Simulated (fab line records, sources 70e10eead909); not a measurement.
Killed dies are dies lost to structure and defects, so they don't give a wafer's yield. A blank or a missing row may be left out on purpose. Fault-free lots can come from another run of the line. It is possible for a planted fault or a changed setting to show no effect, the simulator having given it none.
Chamber matching	flow nand harc	rie diel-06 running NHARC_A_BONDPAD_ETCH_34: 4 sister chambers
The step etches the open film in N2/H2, target depth 60 nm, overetch 18 nm, time 65.91 s. 4 wafers are shown with their chamber, then 12 later ones without.

== WAFERS PAIRED WITH THEIR CHAMBERS ==
wafer	chamber	drypump motor current A (A)
L085.6	1	5.2
L092.3	3	6.5
L092.4	0	5.6
L092.6	2	6.1

== WAFERS WITH NO CHAMBER GIVEN ==
wafer	drypump motor current A (A)
L093.1	6.2
L093.4	6.4
L093.6	5.1
L095.1	6.4
L095.4	6.1
L095.5	6.4
L097.2	5.1
L097.4	6.1
L097.5	6.5
L096.2	5.2
L096.3	6.4
L096.5	5.6

== THE CHAMBER EACH PASSED THROUGH ==
wafer	from the rows above	in truth
L093.1	2	2
L093.4	3	3
L093.6	1	1
L095.1	3	3
L095.4	2	2
L095.5	3	3
L097.2	1	1
L097.4	2	2
L097.5	3	3
L096.2	1	1
L096.3	3	3
L096.5	0	0
12 of 12 placed correctly. From these rows, 0 cannot be placed. 0 placed wrongly.
How it was worked out, from the rows above alone: a wafer's distance from a chamber is the root of the sum, over the readings, of the square of ((its reading less the chamber's mean) divided by the reading's scatter). If the next closest chamber is less than 2 further off than the closest, the wafer can't be placed; otherwise it belongs to the closest. A chamber's mean is the mean of its shown wafers. The scatter: root of mean squared gap, hidden wafer to nearest shown wafer, with one shown wafer a chamber.
